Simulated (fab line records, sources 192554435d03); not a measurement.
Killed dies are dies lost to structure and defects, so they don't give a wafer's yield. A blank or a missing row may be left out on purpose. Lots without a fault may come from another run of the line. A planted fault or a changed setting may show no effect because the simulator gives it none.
Which tool did it? | flow n5_finfet | 10 lots, 30 wafers sampled, at 1 step of a route of 1938

WHAT THE GAUGES READ, wafer by wafer
N5_BEOL_M5_THK_MEAS_53: measures by xrf.
lot  | measured     | on            | M5_THK (nm)
L194 | day 10 09:14 | film_metro-02 | 64.0 59.4 61.4
L197 | day 11 03:43 | film_metro-02 | 63.4 61.2 63.5
L198 | day 11 08:28 | film_metro-01 | 59.0 56.6 63.1
L199 | day 11 13:02 | film_metro-02 | 62.6 61.4 59.5
L200 | day 11 13:44 | film_metro-01 | 61.9 58.0 59.9
L205 | day 13 01:27 | film_metro-02 | 58.5 58.6 58.7
L207 | day 13 15:37 | film_metro-02 | 65.3 61.9 63.8
L213 | day 14 19:58 | film_metro-02 | 63.4 60.4 62.8
L212 | day 14 20:21 | film_metro-01 | 62.7 59.4 61.4
L216 | day 15 21:48 | film_metro-02 | 61.7 63.3 61.7

WHICH TOOL RAN EACH LOT (tool, then ch and the chambers of the sampled wafers, then the start)
The record holds no process step before these readings.

THE ANSWER, worked out from the rows above alone
Rule: what is usual is taken from the lots themselves. Put in order of their means at a reading, lots are off if they are a third of the lots or fewer, leave a main group of 4 or more, and stand apart from it by a gap of 3 or more times the standard deviation of the main group's means; of several such gaps the widest counts. A main group whose means are all the same, to the digits that the tables above print for the reading, isn't used. A lot without any number at a reading at which 4 lots or more have one is off too. The other lots that the step has rows for count as sound.
No lot is off at any reading shown: from this, nothing can be told.

WHAT THE SIMULATOR HAD PUT IN
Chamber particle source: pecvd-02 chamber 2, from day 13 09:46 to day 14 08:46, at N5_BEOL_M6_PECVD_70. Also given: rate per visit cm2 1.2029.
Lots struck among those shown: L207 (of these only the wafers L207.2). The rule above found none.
